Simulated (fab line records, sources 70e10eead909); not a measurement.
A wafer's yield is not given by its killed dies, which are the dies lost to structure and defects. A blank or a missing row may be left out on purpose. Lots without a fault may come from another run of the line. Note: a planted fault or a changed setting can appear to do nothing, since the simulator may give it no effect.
fab line records	flow nandHarc
record: lots: 12	wafers: 36	lastDay: 32
route steps=1302 shown P_GATE@143 END@1302
lots with no fault: from the same line, run without faults
startH: the number of hours between the record's first day and the start of the first shown wafer of the lot	waitH: hours elapsed since this lot's preceding step	" repeats the value in the row above	L1.1+2: several wafers, shown together as one row	- no value, or no start was given	* or withheld: withheld	< > ~ a bound
route shown NAME@n: NAME is a module with steps in the file, n the number in the route of the first one	usual: mean/standard deviation taken from wafers without a fault	same: alike in all rows	chamber/n: place in a boat	sites: each site's reading	_std_site: the standard deviation of these	_edge_site: mean of outer sites minus mean of inner sites	radiusMm: for every site, how far away it sits from the centre of the wafer	mask NAME#n: copy n	behind: the last tool/chamber to shape the wafer	hold: the reason the lot was held/the length of the hold in hours/how it ended	device: the transistor (n, p or np) that didn't switch	end of line: the tests these same wafers got at the end of their route	a step given without rows: its recipe and nothing more	killed: dies lost to structure and defects at the first sort, not the wafer's yield	map: the dies of a wafer, with x for killed, . for not killed, _ for no die there
set.NAME: setting as actually run; set.NAME@STEP: the setting as run at that earlier step	model.NAME: the simulator's own value behind a step, which no gauge read
a sample of lots followed through the steps of the route, with each step as a table and each wafer as a row
services: from which hour (startH, from the record's first day; less than 0 if before it) a tool's chamber was out of use, for how many hours, and why
== steps ==
step: NHARC_P_GATE_INSPECT_28
usual: rawDefectCount: 5.8/3
lot.wafer	tool	chamber	startH	waitH	rawDefectCount
L404.2	defectInspect-02	-	104.25	0.0	9
L404.5	"	-	"	"	10
L404.6	"	-	"	"	10
L405.2	defectInspect-01	-	114.67	0.0	8
L405.3	"	-	"	"	6
L405.6	"	-	"	"	3
L406.2	defectInspect-01	-	130.69	0.0	12
L406.3	"	-	"	"	10
L406.4	"	-	"	"	9
L412.1	defectInspect-02	-	194.44	0.0	7
L412.3	"	-	"	"	0
L412.4	"	-	"	"	6
L417.1	defectInspect-01	-	239.77	0.0	2
L417.4	"	-	"	"	0
L417.6	"	-	"	"	5
L419.3	defectInspect-02	-	260.26	0.0	10
L419.4	"	-	"	"	10
L419.5	"	-	"	"	14
L421.1	defectInspect-01	-	284.65	0.0	5
L421.3	"	-	"	"	8
L421.5	"	-	"	"	4
L422.2	defectInspect-02	-	291.87	0.0	10
L422.3	"	-	"	"	4
L422.6	"	-	"	"	3
L423.1	defectInspect-02	-	296.29	0.0	3
L423.3	"	-	"	"	3
L423.4	"	-	"	"	3
L425.3	defectInspect-01	-	308.76	0.0	3
L425.5	"	-	"	"	2
L425.6	"	-	"	"	3
L424.2	defectInspect-02	-	308.92	0.0	5
L424.3	"	-	"	"	6
L424.5	"	-	"	"	10
L426.1	defectInspect-02	-	326.02	0.0	4
L426.3	"	-	"	"	5
L426.4	"	-	"	"	2
step: NHARC_P_GATE_STRIP_108
recipe: o2FlowSccm: 500	arFlowSccm: 0	biasW: 0	chemistry: O2
usual: drypumpMotorCurrentA: 6.0/0.42	oesProductAu: 0.998/0.011	rfVppV: 57.8/0.88	showerheadPlenumPTorr: 3.52/0.1	throttleValvePct: 17.037/0.0097
lot.wafer	tool	chamber	startH	waitH	drypumpMotorCurrentA	oesProductAu	rfHoursCounterH	rfVppV	showerheadPlenumPTorr	throttleValvePct
L404.2	rieDiel-12	2	105.02	-	5.2	1.012	0	57.3	3.43	17.021
L404.6	"	3	"	"	6.6	1.013	-	59.1	3.52	17.044
L404.5	"	0	"	"	5.6	1.008	-	58.4	3.64	17.038
L405.3	rieDiel-03	1	115.35	-	6.1	0.989	1	57.3	3.63	17.023
L405.2	"	2	"	"	5.6	0.984	0	58.2	3.37	17.018
L405.6	"	1	"	"	6.1	0.991	-	57.6	3.63	17.049
L406.3	rieDiel-03	0	131.37	-	6.6	0.995	1	59.0	3.59	17.044
L406.2	"	1	"	"	6.0	0.994	1	57.1	3.62	17.040
L406.4	"	2	"	"	5.6	0.984	1	56.5	3.37	17.041
L412.4	rieDiel-03	3	195.13	-	5.7	0.989	4	59.2	3.39	17.042
L412.3	"	0	"	"	6.6	1.003	5	57.6	3.59	17.026
L412.1	"	1	"	"	6.0	1.003	4	57.7	3.62	17.029
L417.1	rieDiel-03	3	240.45	-	5.7	0.992	7	56.9	3.39	17.030
L417.4	"	1	"	"	6.0	1.001	6	58.3	3.62	17.038
L417.6	"	0	"	"	6.6	1.004	-	59.1	3.59	17.023
L419.3	rieDiel-03	2	260.96	-	5.6	0.996	8	57.9	3.37	17.018
L419.4	"	1	"	"	6.1	1.004	-	58.9	3.62	17.039
L419.5	"	0	"	"	6.7	0.994	-	57.3	3.59	17.027
L421.3	rieDiel-12	0	285.40	-	5.6	0.995	1	58.1	3.63	17.055
L421.1	"	2	"	"	5.2	0.995	1	55.9	3.43	17.023
L421.5	"	0	"	"	5.6	0.989	-	56.7	3.63	17.064
L422.2	rieDiel-12	1	292.56	-	6.0	0.991	1	57.7	3.48	17.042
L422.3	"	3	"	"	6.7	0.990	1	58.8	3.51	17.044
L422.6	"	0	"	"	5.6	1.005	-	57.2	3.63	17.049
L423.3	rieDiel-09	0	296.97	-	5.6	0.992	8	56.5	3.39	17.041
L423.1	"	1	"	"	6.2	0.984	7	58.4	3.57	17.030
L423.4	"	2	"	"	6.0	0.990	7	58.6	3.65	17.037
L425.3	rieDiel-09	2	309.45	-	6.0	0.993	7	57.8	3.64	17.016
L425.6	"	2	"	"	6.0	0.997	-	55.4	3.64	17.042
L425.5	"	3	"	"	6.3	1.023	-	58.7	3.52	17.039
L424.2	rieDiel-03	1	309.60	-	6.0	0.980	1	57.3	3.62	17.035
L424.3	"	0	"	"	6.7	1.004	1	58.0	3.59	17.041
L424.5	"	2	"	"	5.6	1.009	-	56.5	3.37	17.041
L426.4	rieDiel-03	3	326.70	-	5.7	1.008	3	59.5	3.39	17.035
L426.3	"	0	"	"	6.6	1.016	3	57.5	3.58	17.042
L426.1	"	1	"	"	6.0	0.989	3	58.2	3.62	17.043
step: NHARC_P_GATE_ETCHBACK_37
recipe: targetDepthA: 345	timeS: 17.2	chf3FlowSccm: 50	o2FlowSccm: 10	arFlowSccm: 200	rfW: 500	biasW: 200	chemistry: CHF3/O2
usual: drypumpMotorCurrentA: 6.0/0.37	oesProductAu: 0.94/0.033	rfVppV: 370.3/1.8	showerheadPlenumPTorr: 2.39/0.07	throttleValvePct: 20.571/0.009
lot.wafer	tool	chamber	startH	waitH	drypumpMotorCurrentA	oesProductAu	rfHoursCounterH	rfVppV	showerheadPlenumPTorr	throttleValvePct
L404.2	rieDiel-12	0	-	-	5.6	0.93	2	372.3	2.48	20.576
L404.6	"	1	"	"	6.0	0.93	-	369.1	2.37	20.574
L404.5	"	2	"	"	5.2	0.93	-	369.8	2.34	20.571
L405.2	rieDiel-09	3	-	-	6.3	0.92	11	370.7	2.40	20.577
L405.3	"	0	"	"	5.6	0.91	9	369.7	2.31	20.591
L405.6	"	3	"	"	6.3	0.91	-	369.2	2.40	20.569
L406.3	rieDiel-09	1	-	-	6.2	0.99	10	371.3	2.43	20.579
L406.2	"	3	"	"	6.3	1.00	12	370.3	2.40	20.562
L406.4	"	0	"	"	5.6	1.00	-	369.0	2.31	20.568
L412.3	rieDiel-09	3	-	-	6.3	0.95	3	370.9	2.40	20.591
L412.1	"	0	"	"	5.6	0.92	2	368.7	2.31	20.561
L412.4	"	1	"	"	6.2	0.91	2	372.4	2.43	20.576
L417.1	rieDiel-09	1	-	-	6.2	0.91	5	372.2	2.43	20.585
L417.4	"	1	"	"	6.2	0.90	-	370.3	2.43	20.570
L417.6	"	2	"	"	6.0	0.91	-	373.4	2.48	20.565
L419.3	rieDiel-03	3	-	-	5.8	0.91	8	368.0	2.31	20.570
L419.4	"	0	"	"	6.6	0.91	8	371.7	2.44	20.566
L419.5	"	3	"	"	5.8	0.90	-	368.5	2.31	20.564
L421.3	rieDiel-03	0	-	-	6.6	1.01	0	371.4	2.44	20.566
L421.1	"	3	"	"	5.8	1.00	0	368.8	2.31	20.576
L421.5	"	0	"	"	6.6	1.00	-	372.6	2.44	20.558
L422.2	rieDiel-09	3	-	-	6.3	0.95	7	369.4	2.39	20.568
L422.3	"	0	"	"	5.6	0.92	8	367.8	2.30	20.548
L422.6	"	0	"	"	5.6	0.93	-	369.9	2.30	20.578
L423.1	rieDiel-12	3	-	-	6.7	0.92	2	368.3	2.39	20.578
L423.3	"	0	"	"	5.6	0.91	1	373.9	2.48	20.555
L423.4	"	2	"	"	5.2	0.93	2	370.0	2.33	20.568
L425.3	rieDiel-12	0	-	-	5.6	0.90	2	373.6	2.48	20.569
L425.6	"	2	"	"	5.2	0.94	-	370.2	2.33	20.566
L425.5	"	3	"	"	6.6	0.93	-	372.1	2.39	20.573
L424.2	rieDiel-09	2	-	-	6.0	1.00	8	372.6	2.48	20.552
L424.3	"	3	"	"	6.3	1.01	7	370.1	2.39	20.576
L424.5	"	1	"	"	6.2	0.98	-	372.1	2.43	20.566
L426.1	rieDiel-09	0	-	-	5.6	0.97	0	369.0	2.30	20.572
L426.3	"	2	"	"	5.9	1.00	0	371.7	2.48	20.600
L426.4	"	3	"	"	6.3	0.99	0	371.0	2.39	20.561
step: NHARC_P_GATE_DESCUM_61
recipe: timeS: 3	o2FlowSccm: 200	arFlowSccm: 0	biasPowerW: 0	chemistry: O2
usual: drypumpMotorCurrentA: 6.0/0.46	oesProductAu: 0.998/0.013	rfVppV: 57.7/0.91	runLengthS: 23.96/0.29	showerheadPlenumPTorr: 1.90/0.055	throttleValvePct: 11.310/0.0091
lot.wafer	tool	chamber	startH	waitH	drypumpMotorCurrentA	oesProductAu	rfHoursCounterH	rfVppV	runLengthS	showerheadPlenumPTorr	throttleValvePct
L404.2	rieDiel-03	2	118.23	-	5.6	0.987	1	56.4	24.16	1.82	11.312
L404.5	"	3	"	"	5.7	0.994	-	57.8	23.87	1.84	11.295
L404.6	"	0	"	"	6.7	0.999	-	58.2	23.89	1.95	11.311
L405.2	rieDiel-03	1	128.44	-	6.1	1.000	1	58.8	24.03	1.97	11.319
L405.3	"	2	"	"	5.6	0.996	1	57.2	23.99	1.82	11.307
L405.6	"	0	"	"	6.6	0.993	-	57.3	24.32	1.95	11.328
L406.3	rieDiel-12	3	144.60	-	6.7	1.005	3	58.1	23.73	1.91	11.308
L406.2	"	0	"	"	5.6	0.997	4	58.5	23.73	1.98	11.303
L406.4	"	2	"	"	5.2	1.005	3	57.1	24.12	1.86	11.312
L412.4	rieDiel-12	1	208.18	-	5.9	1.005	8	57.8	23.77	1.88	11.310
L412.3	"	2	"	"	5.2	1.013	8	57.6	24.22	1.86	11.322
L412.1	"	0	"	"	5.5	0.998	8	57.3	25.41	1.98	11.308
L417.4	rieDiel-09	3	253.58	-	6.3	0.999	4	56.8	23.65	1.91	11.296
L417.1	"	2	"	"	6.0	0.977	5	57.3	24.18	1.98	11.303
L417.6	"	3	"	"	6.3	1.001	-	57.9	23.91	1.91	11.313
L419.3	rieDiel-03	1	273.86	-	6.0	0.998	7	60.8	24.18	1.97	11.292
L419.4	"	2	"	"	5.6	0.990	9	57.5	23.96	1.82	11.313
L419.5	"	0	"	"	6.6	0.991	-	58.1	24.16	1.95	11.319
L421.3	rieDiel-03	2	300.55	-	5.6	1.003	1	56.8	24.10	1.82	11.307
L421.1	"	0	"	"	6.6	1.005	1	57.8	23.93	1.95	11.307
L421.5	"	2	"	"	5.6	0.997	-	57.5	24.21	1.82	11.320
L422.3	rieDiel-12	2	305.63	-	5.2	1.000	2	57.0	24.12	1.85	11.319
L422.2	"	0	"	"	5.5	0.996	1	56.9	23.65	1.98	11.308
L422.6	"	3	"	"	6.6	0.984	-	57.3	23.75	1.90	11.313
L423.4	rieDiel-09	2	309.90	-	6.0	0.993	7	57.8	24.08	1.98	11.317
L423.3	"	3	"	"	6.3	1.018	7	57.8	23.76	1.91	11.311
L423.1	"	0	"	"	5.6	0.993	8	57.7	23.90	1.83	11.315
L425.3	rieDiel-12	3	322.48	-	6.7	0.996	3	56.7	23.65	1.90	11.303
L425.6	"	3	"	"	6.7	0.986	-	57.6	23.92	1.90	11.312
L425.5	"	0	"	"	5.6	0.980	-	57.1	23.25	1.97	11.310
L424.2	rieDiel-03	0	322.51	-	6.6	1.022	2	57.8	23.93	1.95	11.308
L424.3	"	2	"	"	5.6	1.007	3	57.4	23.88	1.82	11.314
L424.5	"	0	"	"	6.6	1.025	-	56.3	24.00	1.95	11.309
L426.3	rieDiel-09	2	339.69	-	6.0	1.013	0	57.6	24.05	1.98	11.292
L426.1	"	3	"	"	6.3	1.004	0	57.3	24.40	1.91	11.291
L426.4	"	0	"	"	5.6	0.976	0	56.2	24.12	1.83	11.314
step: NHARC_END_SORT_01
recipe: tempC: 25
usual: killedAtArray: 54/12	killedAtOther: 0.7/1.1	killedAtPeriphery: 3.9/2.8	killedDies: 59/13	killedOpen: 3.4/2	killedShort: 2.5/1.7
same: grossDies: 677
lot.wafer	tool	chamber	startH	waitH	killedAtArray	killedAtOther	killedAtPeriphery	killedDies	killedOpen	killedShort
L404.2	prober-01	0	570.45	2.8	89	0	3	92	3	4
L404.5	prober-01	0	572.81	3.6	73	0	5	78	2	4
L404.6	prober-01	0	573.60	3.9	82	0	3	85	2	1
L405.2	prober-01	0	585.91	2.8	55	0	10	65	2	3
L405.3	prober-01	0	586.71	3.1	53	0	15	68	1	2
L405.6	prober-01	0	589.11	4.0	60	0	13	73	3	3
L406.2	prober-01	0	593.71	2.8	47	0	6	53	0	0
L406.3	prober-01	0	594.51	3.1	75	0	4	79	2	4
L406.4	prober-01	0	595.31	3.4	64	0	2	66	3	0
L412.1	prober-01	0	651.88	2.5	54	3	4	61	5	3
L412.3	prober-01	0	653.47	3.1	52	3	2	57	2	1
L412.4	prober-01	0	654.26	3.4	60	4	2	66	4	0
L417.1	prober-02	0	698.86	2.5	49	0	4	53	4	4
L417.4	prober-02	0	701.23	3.4	46	0	3	49	5	4
L417.6	prober-02	0	702.80	3.9	50	0	3	53	2	3
L419.3	prober-02	0	728.85	3.1	59	1	0	60	2	2
L419.4	prober-02	0	729.65	3.4	51	2	0	53	2	2
L419.5	prober-02	0	730.45	3.7	64	0	2	66	6	1
L421.1	prober-01	0	731.57	2.5	44	2	4	50	2	3
L421.3	prober-01	0	733.16	3.1	37	0	2	39	2	1
L421.5	prober-01	0	734.76	3.7	47	1	4	52	5	7
L422.2	prober-01	0	753.06	2.8	50	0	3	53	6	6
L422.3	prober-01	0	753.84	3.1	45	1	9	55	1	4
L422.6	prober-01	0	756.18	3.9	48	3	7	58	1	0
L424.2	prober-01	0	762.24	2.8	49	0	3	52	5	2
L424.3	prober-01	0	763.04	3.1	38	2	3	43	2	3
L424.5	prober-01	0	764.64	3.7	43	4	6	53	4	1
L423.1	prober-02	0	765.04	2.5	46	0	3	49	4	2
L423.3	prober-02	0	766.64	3.1	60	1	5	66	5	4
L423.4	prober-02	0	767.44	3.4	75	0	2	77	5	3
L425.3	prober-01	0	770.93	3.2	49	1	2	52	2	3
L425.5	prober-01	0	772.55	3.7	49	1	3	53	8	3
L425.6	prober-01	0	773.36	4.0	46	0	0	46	2	0
L426.1	prober-02	0	773.78	2.6	37	1	6	44	1	2
L426.3	prober-02	0	775.39	3.1	45	0	1	46	2	3
L426.4	prober-02	0	776.19	3.4	40	3	7	50	5	0
killed by level:class
L404.2 A_SLIT:chamberFilmFlake=29 A_CHANNEL_HOLE_D1:chamberFilmFlake=25 A_CHANNEL_HOLE_D2:chamberFilmFlake=22 A_M0:chamberFilmFlake=4 A_STAIRCASE:chamberFilmFlake=3 P_GATE:geometricParticle:short=1 P_M1:geometricParticle:open=1 A_ONON_D1:geometricParticle:short=1
L404.5 A_CHANNEL_HOLE_D1:chamberFilmFlake=23 A_CHANNEL_HOLE_D2:chamberFilmFlake=20 A_SLIT:chamberFilmFlake=18 A_CONTACT:chamberFilmFlake=4 P_GATE:chamberFilmFlake=2 A_STAIRCASE:chamberFilmFlake=2 P_M0:geometricParticle:open=1 P_M2:geometricParticle:short=1
L404.6 A_CHANNEL_HOLE_D1:chamberFilmFlake=27 A_CHANNEL_HOLE_D2:chamberFilmFlake=26 A_SLIT:chamberFilmFlake=17 A_M0:chamberFilmFlake=3 A_CHANNEL_FILL_D2:chamberFilmFlake=3 A_CONTACT:chamberFilmFlake=2 P_M0:geometricParticle:open=1 A_CHANNEL_HOLE_D2:geometricParticle:short=1
L405.2 A_CHANNEL_HOLE_D2:chamberFilmFlake=22 A_CHANNEL_HOLE_D1:chamberFilmFlake=21 P_BONDPAD:chamberFilmFlake=7 P_ZERO_WELL:chamberFilmFlake=3 A_CONTACT:chamberFilmFlake=3 A_STAIRCASE:chamberFilmFlake=2 A_ONON_D1:geometricParticle:short=1 A_DECK1_JOINT:geometricParticle:short=1
L405.3 A_CHANNEL_HOLE_D2:chamberFilmFlake=24 A_CHANNEL_HOLE_D1:chamberFilmFlake=22 P_BONDPAD:chamberFilmFlake=9 A_CONTACT:chamberFilmFlake=3 P_GATE:chamberFilmFlake=2 A_WL_FILL:chamberFilmFlake=2 P_GATE:geometricParticle:short=1 P_CONTACT:geometricParticle:open=1
L405.6 A_CHANNEL_HOLE_D2:chamberFilmFlake=35 A_CHANNEL_HOLE_D1:chamberFilmFlake=19 P_BONDPAD:chamberFilmFlake=6 P_CONTACT:geometricParticle:open=2 P_GATE:chamberFilmFlake=2 A_DECK1_JOINT:chamberFilmFlake=2 P_STI:geometricParticle:open=1 A_CHANNEL_HOLE_D2:geometricParticle:short=1
L406.2 A_CHANNEL_HOLE_D1:chamberFilmFlake=22 A_CHANNEL_HOLE_D2:chamberFilmFlake=11 P_STI:chamberFilmFlake=5 A_CONTACT:chamberFilmFlake=5 A_DECK1_JOINT:chamberFilmFlake=3 A_SLIT:chamberFilmFlake=2 P_ZERO_WELL:chamberFilmFlake=1 A_ZERO_WELL:chamberFilmFlake=1
L406.3 A_CHANNEL_HOLE_D2:chamberFilmFlake=31 A_CHANNEL_HOLE_D1:chamberFilmFlake=26 A_CONTACT:chamberFilmFlake=8 P_STI:chamberFilmFlake=3 A_STAIRCASE:chamberFilmFlake=2 P_M1:geometricParticle:short=1 A_ONON_D1:geometricParticle:short=1 A_DECK1_JOINT:geometricParticle:short=1
L406.4 A_CHANNEL_HOLE_D2:chamberFilmFlake=28 A_CHANNEL_HOLE_D1:chamberFilmFlake=25 P_STI:chamberFilmFlake=2 A_DECK1_JOINT:chamberFilmFlake=2 A_CHANNEL_FILL_D2:chamberFilmFlake=2 A_STAIRCASE:chamberFilmFlake=2 A_CONTACT:chamberFilmFlake=2 A_SOURCE_PLATE:geometricParticle:open=1
L412.1 A_SLIT:chamberFilmFlake=27 A_CHANNEL_HOLE_D2:chamberFilmFlake=10 P_BONDPAD:chamberFilmFlake=3 A_CHANNEL_HOLE_D1:chamberFilmFlake=3 THIN_TSV:chamberFilmFlake=3 A_M0:geometricParticle:open=2 A_CHANNEL_FILL_D2:chamberFilmFlake=2 A_BONDPAD:chamberFilmFlake=2
L412.3 A_SLIT:chamberFilmFlake=26 A_CHANNEL_HOLE_D2:chamberFilmFlake=13 A_CHANNEL_FILL_D2:chamberFilmFlake=3 A_WL_FILL:chamberFilmFlake=3 A_BLC:chamberFilmFlake=3 THIN_TSV:chamberFilmFlake=3 P_CONTACT:geometricParticle:open=2 A_CHANNEL_HOLE_D1:chamberFilmFlake=2
L412.4 A_SLIT:chamberFilmFlake=31 A_CHANNEL_HOLE_D2:chamberFilmFlake=12 A_CHANNEL_HOLE_D1:chamberFilmFlake=4 A_BLC:chamberFilmFlake=4 THIN_TSV:chamberFilmFlake=3 P_BONDPAD:chamberFilmFlake=2 A_CHANNEL_FILL_D2:chamberFilmFlake=2 A_ONON_D1:geometricParticle:open=1
L417.1 A_CHANNEL_HOLE_D2:chamberFilmFlake=23 A_CHANNEL_HOLE_D1:chamberFilmFlake=7 A_STAIRCASE:chamberFilmFlake=3 A_SLIT:chamberFilmFlake=3 P_M0:geometricParticle:open=2 A_CHANNEL_FILL_D2:chamberFilmFlake=2 A_WL_FILL:chamberFilmFlake=2 A_BLC:chamberFilmFlake=2
L417.4 A_CHANNEL_HOLE_D2:chamberFilmFlake=13 A_CHANNEL_HOLE_D1:chamberFilmFlake=10 A_SLIT:chamberFilmFlake=5 A_CONTACT:chamberFilmFlake=5 A_STAIRCASE:chamberFilmFlake=4 P_GATE:geometricParticle:open=2 A_WL_FILL:geometricParticle:open=2 A_BLC:chamberFilmFlake=2
L417.6 A_CHANNEL_HOLE_D2:chamberFilmFlake=17 A_CHANNEL_HOLE_D1:chamberFilmFlake=8 A_STAIRCASE:chamberFilmFlake=7 A_BLC:chamberFilmFlake=4 A_CONTACT:chamberFilmFlake=3 A_ZERO_WELL:chamberFilmFlake=2 A_DECK1_JOINT:chamberFilmFlake=2 A_CHANNEL_FILL_D2:chamberFilmFlake=2
L419.3 A_SLIT:chamberFilmFlake=24 A_CHANNEL_HOLE_D2:chamberFilmFlake=15 A_CHANNEL_HOLE_D1:chamberFilmFlake=10 A_CONTACT:chamberFilmFlake=3 A_STAIRCASE:chamberFilmFlake=2 A_ONON_D1:geometricParticle:short=1 A_ONON_D1:geometricParticle:open=1 A_CHANNEL_FILL_D2:geometricParticle:open=1
L419.4 A_SLIT:chamberFilmFlake=15 A_CHANNEL_HOLE_D2:chamberFilmFlake=12 A_CHANNEL_HOLE_D1:chamberFilmFlake=10 A_CONTACT:chamberFilmFlake=3 A_CHANNEL_FILL_D1:chamberFilmFlake=3 A_STAIRCASE:chamberFilmFlake=2 A_WL_FILL:chamberFilmFlake=2 THIN_TSV:chamberFilmFlake=2
L419.5 A_SLIT:chamberFilmFlake=33 A_CHANNEL_HOLE_D2:chamberFilmFlake=14 A_CHANNEL_HOLE_D1:chamberFilmFlake=4 A_CONTACT:chamberFilmFlake=4 P_GATE:geometricParticle:open=1 A_DECK1_JOINT:geometricParticle:open=1 A_ONON_D2:geometricParticle:open=1 A_WL_FILL:geometricParticle:open=1
L421.1 A_CHANNEL_HOLE_D1:chamberFilmFlake=29 A_SLIT:chamberFilmFlake=5 P_GATE:chamberFilmFlake=3 A_CONTACT:chamberFilmFlake=3 A_STAIRCASE:chamberFilmFlake=2 THIN_TSV:chamberFilmFlake=2 A_CHANNEL_HOLE_D1:geometricParticle:open=1 A_ONON_D2:geometricParticle:short=1
L421.3 A_CHANNEL_HOLE_D1:chamberFilmFlake=19 A_CONTACT:chamberFilmFlake=7 A_STAIRCASE:chamberFilmFlake=4 A_CHANNEL_HOLE_D1:geometricParticle:open=2 A_SLIT:chamberFilmFlake=2 A_CHANNEL_FILL_D1:geometricParticle:short=1 P_GATE:chamberFilmFlake=1 P_M1:chamberFilmFlake=1
L421.5 A_CHANNEL_HOLE_D1:chamberFilmFlake=24 A_CONTACT:chamberFilmFlake=6 A_SLIT:chamberFilmFlake=4 A_WL_FILL:geometricParticle:short=3 A_WL_FILL:chamberFilmFlake=3 A_STAIRCASE:chamberFilmFlake=2 P_CONTACT:geometricParticle:open=1 P_CONTACT:geometricParticle:short=1
L422.2 A_SLIT:chamberFilmFlake=24 A_CHANNEL_HOLE_D1:chamberFilmFlake=5 A_CONTACT:chamberFilmFlake=5 A_ONON_D2:geometricParticle:short=3 A_CHANNEL_FILL_D1:geometricParticle:open=2 A_CHANNEL_FILL_D2:geometricParticle:short=2 A_CONTACT:geometricParticle:open=2 P_CONTACT:geometricParticle:open=1
L422.3 A_SLIT:chamberFilmFlake=16 A_CHANNEL_HOLE_D1:chamberFilmFlake=10 A_STAIRCASE:chamberFilmFlake=5 P_BONDPAD:chamberFilmFlake=4 A_CONTACT:chamberFilmFlake=4 P_STI:chamberFilmFlake=2 P_GATE:chamberFilmFlake=2 A_WL_FILL:chamberFilmFlake=2
L422.6 A_SLIT:chamberFilmFlake=27 A_CHANNEL_HOLE_D1:chamberFilmFlake=7 A_CONTACT:chamberFilmFlake=5 P_GATE:chamberFilmFlake=4 A_STAIRCASE:chamberFilmFlake=3 THIN_TSV:chamberFilmFlake=3 A_WL_FILL:chamberFilmFlake=2 A_WL_FILL:geometricParticle:open=1
L424.2 A_CHANNEL_HOLE_D1:chamberFilmFlake=13 A_SLIT:chamberFilmFlake=11 A_CONTACT:chamberFilmFlake=7 A_CHANNEL_HOLE_D2:chamberFilmFlake=6 A_STAIRCASE:chamberFilmFlake=4 P_CONTACT:geometricParticle:open=1 A_ONON_D1:geometricParticle:short=1 A_DECK1_JOINT:geometricParticle:open=1
L424.3 A_CHANNEL_HOLE_D1:chamberFilmFlake=16 A_SLIT:chamberFilmFlake=9 A_CONTACT:chamberFilmFlake=8 A_CHANNEL_HOLE_D2:chamberFilmFlake=2 P_GATE:geometricParticle:open=1 P_M0:geometricParticle:short=1 A_ONON_D1:geometricParticle:open=1 A_SGD_CUT:geometricParticle:short=1
L424.5 A_CHANNEL_HOLE_D1:chamberFilmFlake=17 A_SLIT:chamberFilmFlake=8 A_CONTACT:chamberFilmFlake=7 A_CHANNEL_HOLE_D2:chamberFilmFlake=4 THIN_TSV:chamberFilmFlake=4 P_GATE:chamberFilmFlake=3 A_M0:geometricParticle:open=2 P_STI:chamberFilmFlake=2
L423.1 A_SLIT:chamberFilmFlake=19 A_CHANNEL_HOLE_D2:chamberFilmFlake=13 A_STAIRCASE:chamberFilmFlake=5 A_CHANNEL_HOLE_D1:chamberFilmFlake=3 A_ONON_D1:geometricParticle:open=2 P_CONTACT:geometricParticle:open=1 P_M1:geometricParticle:open=1 A_CHANNEL_FILL_D1:geometricParticle:short=1
L423.3 A_CHANNEL_HOLE_D1:chamberFilmFlake=16 A_CHANNEL_HOLE_D2:chamberFilmFlake=16 A_SLIT:chamberFilmFlake=15 A_STAIRCASE:chamberFilmFlake=4 A_DECK1_JOINT:chamberFilmFlake=3 P_CONTACT:geometricParticle:open=2 P_M0:geometricParticle:short=1 P_M0:geometricParticle:open=1
L423.4 A_CHANNEL_HOLE_D2:chamberFilmFlake=22 A_SLIT:chamberFilmFlake=20 A_CHANNEL_HOLE_D1:chamberFilmFlake=14 A_STAIRCASE:chamberFilmFlake=7 A_CHANNEL_FILL_D2:chamberFilmFlake=4 P_M1:geometricParticle:open=2 A_BONDPAD:chamberFilmFlake=2 A_CHANNEL_FILL_D1:geometricParticle:open=1
L425.3 A_CHANNEL_HOLE_D2:chamberFilmFlake=23 A_SLIT:chamberFilmFlake=8 A_STAIRCASE:chamberFilmFlake=4 A_CONTACT:chamberFilmFlake=4 A_CHANNEL_HOLE_D1:chamberFilmFlake=3 A_M1:geometricParticle:open=2 A_ONON_D1:geometricParticle:short=1 A_ONON_D2:geometricParticle:short=1
L425.5 A_CHANNEL_HOLE_D2:chamberFilmFlake=19 A_SLIT:chamberFilmFlake=8 A_CONTACT:chamberFilmFlake=5 A_WL_FILL:chamberFilmFlake=3 A_CHANNEL_FILL_D1:geometricParticle:open=2 P_ZERO_WELL:chamberFilmFlake=2 A_DECK1_JOINT:chamberFilmFlake=2 P_CONTACT:geometricParticle:open=1
L425.6 A_CHANNEL_HOLE_D2:chamberFilmFlake=25 A_CONTACT:chamberFilmFlake=8 A_SLIT:chamberFilmFlake=5 A_STAIRCASE:chamberFilmFlake=2 A_ONON_D1:geometricParticle:open=1 A_BLC:geometricParticle:open=1 A_ZERO_WELL:chamberFilmFlake=1 A_CHANNEL_HOLE_D1:chamberFilmFlake=1
L426.1 A_SLIT:chamberFilmFlake=22 A_CONTACT:chamberFilmFlake=8 P_GATE:chamberFilmFlake=4 A_M1:chamberFilmFlake=2 P_M1:geometricParticle:short=1 A_ONON_D1:geometricParticle:open=1 A_CHANNEL_FILL_D2:geometricParticle:short=1 P_M2:chamberFilmFlake=1
L426.3 A_SLIT:chamberFilmFlake=35 A_CHANNEL_FILL_D1:geometricParticle:short=2 A_CONTACT:chamberFilmFlake=2 A_M1:chamberFilmFlake=2 A_ONON_D2:geometricParticle:short=1 A_BLC:geometricParticle:open=1 A_M0:geometricParticle:open=1 P_GATE:chamberFilmFlake=1
L426.4 A_SLIT:chamberFilmFlake=25 P_GATE:chamberFilmFlake=3 A_CONTACT:chamberFilmFlake=3 THIN_TSV:chamberFilmFlake=3 A_CONTACT:geometricParticle:open=2 P_M2:chamberFilmFlake=2 A_DECK1_JOINT:chamberFilmFlake=2 A_CHANNEL_HOLE_D2:chamberFilmFlake=2
== services ==
tool	chamber	startH	hours	kind
rieDiel-03	0	83.32	-	clean
rieDiel-03	1	83.32	-	clean
rieDiel-03	2	83.32	-	clean
rieDiel-03	3	83.32	-	clean
rieDiel-12	-	91.40	9.0	pm
rieDiel-03	2	97.10	1.7	repair
rieDiel-03	2	102.53	2.8	repair
rieDiel-03	0	104.38	9.0	ventCycle
rieDiel-09	2	121.83	23.1	repair
rieDiel-03	3	143.02	5.1	repair
rieDiel-09	-	143.10	9.0	pm
rieDiel-03	1	144.61	4.3	repair
rieDiel-09	1	176.05	6.8	repair
rieDiel-12	-	178.74	0.9	repair
rieDiel-03	1	214.61	2.2	repair
rieDiel-03	-	215.09	1.3	repair
rieDiel-09	3	225.95	7.5	repair
rieDiel-09	3	246.88	4.9	repair
rieDiel-03	3	258.41	12.7	repair
rieDiel-12	-	268.40	9.0	pm
rieDiel-09	1	278.84	10.1	repair
rieDiel-03	-	281.38	9.0	pm
rieDiel-09	-	320.10	9.0	pm
rieDiel-12	-	328.39	0.2	repair
== key ==
firstSign: step: NHARC_P_GATE_DESCUM_61	reading: runLengthS	direction: up	sigmas: 5	usual: *	struck: *
effect none on later readings
metAt NHARC_P_GATE_DESCUM_61
struckLots L412
struckWafers L412.1
testerLeftOut L412
notActingAt NHARC_P_GATE_INSPECT_28,NHARC_P_GATE_STRIP_108,NHARC_P_GATE_ETCHBACK_37
onsetBetween 144.60 208.18
fault: kind: processParameterDrift	tool: rieDiel-12	chamber: 0	onsetH: 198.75	steps: NHARC_P_GATE_DESCUM_61	channel: timeS	offset: *	shape: step	endH: 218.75	actsIn: *	stated: *
testerLeftOut: of these lots the tester's yield and bins aren't shown, on N5 and GAA mostly nor the transistor test; their killed dies are dies lost to structure and defects alone, not to doping, threshold or leakage, so they don't give the yield
